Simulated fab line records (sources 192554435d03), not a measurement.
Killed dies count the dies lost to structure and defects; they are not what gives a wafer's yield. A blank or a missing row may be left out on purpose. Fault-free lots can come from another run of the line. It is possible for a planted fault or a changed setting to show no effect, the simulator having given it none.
Matching of chambers	flow n5_finfet	pecvd-01 running N5_BEOL_M4_ILD_DEP_00: 3 sister chambers
The step deposits SiOC from DEMS/O2, target thk 79 nm, time 15.3 s. 16 wafers are shown with their chamber, then 8 later ones without.

## WAFERS, EACH WITH ITS CHAMBER
wafer	chamber	heater_power_w (W)	throttle_valve_pct (%)	susceptor_temp_C (C)
L975.1	1	467	12.0	349.69
L975.3	2	528	11.5	350.07
L975.6	0	427	11.7	349.77
L980.1	1	547	11.9	350.07
L980.2	2	512	11.7	350.16
L980.4	1	577	11.9	349.52
L978.1	1	550	12.0	349.69
L978.5	2	497	11.5	350.16
L978.6	0	430	12.0	349.75
L981.2	2	513	11.7	350.04
L981.3	0	430	11.7	349.54
L981.4	2	494	11.6	349.88
L982.1	1	454	11.9	350.05
L982.5	2	422	11.4	350.10
L982.6	1	481	11.8	349.89
L983.3	1	555	11.9	349.82

SIGNATURES (means of the wafers above)
reading	chamber 0	chamber 1	chamber 2	scatter within a chamber
heater_power_w	429.00	518.71	494.33	41
throttle_valve_pct	11.800	11.914	11.567	0.112
susceptor_temp_C	349.6867	349.8186	350.0683	0.159
Rule: distance of a wafer from a chamber = root of the sum over the readings of ((wafer's reading minus chamber's mean) / reading's scatter) squared. If the next closest chamber is less than 2 further off than the closest, the wafer can't be placed; otherwise it belongs to the closest. How the scatter is found: for the shown wafers, subtract from each reading the mean of its chamber, square and add these, divide the total by (wafers less chambers), then take the root.

## WAFERS WHOSE CHAMBER IS MISSING
wafer	heater_power_w (W)	throttle_valve_pct (%)	susceptor_temp_C (C)
L983.4	424	12.0	349.66
L983.6	475	12.0	350.39
L996.2	431	11.9	349.83
L996.3	504	11.7	349.93
L996.6	495	11.6	350.22
L995.4	354	11.7	349.98
L995.5	511	11.9	349.87
L995.6	443	12.2	349.83

## EACH ONE'S CHAMBER
wafer	from the rows above	in truth
L983.4	can't be placed: 0 or 1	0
L983.6	can't be placed: 1 or 2 or 0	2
L996.2	can't be placed: 0 or 1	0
L996.3	can't be placed: 2 or 1 or 0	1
L996.6	2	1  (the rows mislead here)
L995.4	can't be placed: 0 or 2 or 1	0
L995.5	1	1
L995.6	can't be placed: 1 or 0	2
1 of 8 placed correctly. Unplaceable from these rows: 6, with the true chamber sitting among the candidates in 5. Number placed wrongly: 1.
